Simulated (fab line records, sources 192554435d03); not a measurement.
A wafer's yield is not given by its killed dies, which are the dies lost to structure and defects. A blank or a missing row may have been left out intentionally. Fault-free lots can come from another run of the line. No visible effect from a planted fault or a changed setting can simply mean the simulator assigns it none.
Split-lot study || flow n5Finfet || on a route of 1938 steps: 7 lots, 21 wafers read

## THE SPLIT
At N5_BEOL_M13_COAT_22 (resist thk 300 nm), the setting spinRpm was moved away from the recipe's 2888 rpm on 5 of the 21 wafers read, by -9.5% to +5.1%. The other wafers ran this setting at the recipe's value.

The reading comes from the split's own step.

## THE READING
coat_of_BEOL_M13_COAT_22.thkNm (the simulator's own value, which no gauge read), in nm, at N5_BEOL_M13_COAT_22 (resist thk 300 nm). There is no usual value for it anywhere in the file. The 16 wafers here that ran the recipe average 299.8 nm, standard deviation 0.76 nm.

{"wafer": "L076.3", "tool, chamber at the split": "lithoTrack-04, 0", "spinRpm as run, rpm": 2888, "against the recipe": "recipe", "coat_of_BEOL_M13_COAT_22.thkNm, nm": 300, "against lot-mates on the recipe": "-"}
{"wafer": "L076.4", "tool, chamber at the split": "lithoTrack-04, 0", "spinRpm as run, rpm": 2992, "against the recipe": "+3.6%", "coat_of_BEOL_M13_COAT_22.thkNm, nm": 294.6, "against lot-mates on the recipe": -5.0}
{"wafer": "L076.5", "tool, chamber at the split": "lithoTrack-04, 0", "spinRpm as run, rpm": 2888, "against the recipe": "recipe", "coat_of_BEOL_M13_COAT_22.thkNm, nm": 299.2, "against lot-mates on the recipe": "-"}
{"wafer": "L077.1", "tool, chamber at the split": "lithoTrack-05, 0", "spinRpm as run, rpm": 2888, "against the recipe": "recipe", "coat_of_BEOL_M13_COAT_22.thkNm, nm": 299.2, "against lot-mates on the recipe": "-"}
{"wafer": "L077.3", "tool, chamber at the split": "lithoTrack-05, 0", "spinRpm as run, rpm": 2888, "against the recipe": "recipe", "coat_of_BEOL_M13_COAT_22.thkNm, nm": 299, "against lot-mates on the recipe": "-"}
{"wafer": "L077.4", "tool, chamber at the split": "lithoTrack-05, 0", "spinRpm as run, rpm": 2888, "against the recipe": "recipe", "coat_of_BEOL_M13_COAT_22.thkNm, nm": 299.8, "against lot-mates on the recipe": "-"}
{"wafer": "L078.1", "tool, chamber at the split": "lithoTrack-04, 0", "spinRpm as run, rpm": 2888, "against the recipe": "recipe", "coat_of_BEOL_M13_COAT_22.thkNm, nm": 298.4, "against lot-mates on the recipe": "-"}
{"wafer": "L078.4", "tool, chamber at the split": "lithoTrack-04, 0", "spinRpm as run, rpm": 2888, "against the recipe": "recipe", "coat_of_BEOL_M13_COAT_22.thkNm, nm": 300, "against lot-mates on the recipe": "-"}
{"wafer": "L078.6", "tool, chamber at the split": "lithoTrack-04, 0", "spinRpm as run, rpm": 2888, "against the recipe": "recipe", "coat_of_BEOL_M13_COAT_22.thkNm, nm": 299, "against lot-mates on the recipe": "-"}
{"wafer": "L079.1", "tool, chamber at the split": "lithoTrack-04, 0", "spinRpm as run, rpm": 3036, "against the recipe": "+5.1%", "coat_of_BEOL_M13_COAT_22.thkNm, nm": 291.8, "against lot-mates on the recipe": -8.4}
{"wafer": "L079.2", "tool, chamber at the split": "lithoTrack-04, 0", "spinRpm as run, rpm": 2888, "against the recipe": "recipe", "coat_of_BEOL_M13_COAT_22.thkNm, nm": 300.2, "against lot-mates on the recipe": "-"}
{"wafer": "L079.3", "tool, chamber at the split": "lithoTrack-04, 0", "spinRpm as run, rpm": 2888, "against the recipe": "recipe", "coat_of_BEOL_M13_COAT_22.thkNm, nm": 300.2, "against lot-mates on the recipe": "-"}
{"wafer": "L085.1", "tool, chamber at the split": "lithoTrack-01, 0", "spinRpm as run, rpm": 2613, "against the recipe": "-9.5%", "coat_of_BEOL_M13_COAT_22.thkNm, nm": 314.8, "against lot-mates on the recipe": "+14.8"}
{"wafer": "L085.3", "tool, chamber at the split": "lithoTrack-01, 0", "spinRpm as run, rpm": 2613, "against the recipe": "-9.5%", "coat_of_BEOL_M13_COAT_22.thkNm, nm": 315.6, "against lot-mates on the recipe": "+15.6"}
{"wafer": "L085.4", "tool, chamber at the split": "lithoTrack-01, 0", "spinRpm as run, rpm": 2888, "against the recipe": "recipe", "coat_of_BEOL_M13_COAT_22.thkNm, nm": 300, "against lot-mates on the recipe": "-"}
{"wafer": "L083.3", "tool, chamber at the split": "lithoTrack-05, 0", "spinRpm as run, rpm": 2888, "against the recipe": "recipe", "coat_of_BEOL_M13_COAT_22.thkNm, nm": 300.6, "against lot-mates on the recipe": "-"}
{"wafer": "L083.5", "tool, chamber at the split": "lithoTrack-05, 0", "spinRpm as run, rpm": 2888, "against the recipe": "recipe", "coat_of_BEOL_M13_COAT_22.thkNm, nm": 299.4, "against lot-mates on the recipe": "-"}
{"wafer": "L083.6", "tool, chamber at the split": "lithoTrack-05, 0", "spinRpm as run, rpm": 2613, "against the recipe": "-9.5%", "coat_of_BEOL_M13_COAT_22.thkNm, nm": 315.8, "against lot-mates on the recipe": "+15.8"}
{"wafer": "L092.2", "tool, chamber at the split": "lithoTrack-05, 0", "spinRpm as run, rpm": 2888, "against the recipe": "recipe", "coat_of_BEOL_M13_COAT_22.thkNm, nm": 301, "against lot-mates on the recipe": "-"}
{"wafer": "L092.4", "tool, chamber at the split": "lithoTrack-05, 0", "spinRpm as run, rpm": 2888, "against the recipe": "recipe", "coat_of_BEOL_M13_COAT_22.thkNm, nm": 301.4, "against lot-mates on the recipe": "-"}
{"wafer": "L092.5", "tool, chamber at the split": "lithoTrack-05, 0", "spinRpm as run, rpm": 2888, "against the recipe": "recipe", "coat_of_BEOL_M13_COAT_22.thkNm, nm": 300, "against lot-mates on the recipe": "-"}

THE FIT
A straight line over all 21 wafers: coat_of_BEOL_M13_COAT_22.thkNm changes by -1.62 nm for each +1% of spinRpm; r = -0.99; the points scatter about the line by 0.73 nm.
The same after taking each lot's own level away (the mean of its wafers on the recipe; 21 wafers): -1.61 nm for each +1%; r = -1.00; scatter 0.51 nm.
According to that fit, moving spinRpm by its largest amount changes the reading by 15 nm.
From 299.13 to 300.80 nm: that is the span of the lots' own levels, equal to 2.2 times the standard deviation above.
The two slopes agree, so the slope changes little with the lot-to-lot level.
Check: with one of the wafers moved furthest among these (-9.5%) left out of the fit, the line predicts +15.6 nm for it against its lot-mates. It came out at +14.8 nm against them.

## OTHER SPLITS APPLIED TO THESE WAFERS
Note: prior to the reading, these wafers also went through further splits. Each is held against what the fit with the lots' levels taken away leaves over:
{"other split on the same wafers": "N5_BEOL_M11_EXPOSE_08 doseMj", "wafers away from the commonest value": 8, "r with coat_of_BEOL_M13_COAT_22.thkNm (lot level and that fit taken away)": "+0.03"}
{"other split on the same wafers": "N5_BEOL_M11_ETCH_62 timeS", "wafers away from the commonest value": 7, "r with coat_of_BEOL_M13_COAT_22.thkNm (lot level and that fit taken away)": -0.18}
{"other split on the same wafers": "N5_BEOL_M12_SPUTTER_44 timeS", "wafers away from the commonest value": 5, "r with coat_of_BEOL_M13_COAT_22.thkNm (lot level and that fit taken away)": -0.23}
{"other split on the same wafers": "N5_BEOL_M13_COAT_58 spinRpm", "wafers away from the commonest value": 5, "r with coat_of_BEOL_M13_COAT_22.thkNm (lot level and that fit taken away)": -0.06}

## FILE'S OWN FIT
coat_of_BEOL_M13_COAT_22.thkNm changes by -1.62 nm for each +1% of spinRpm, r = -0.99.
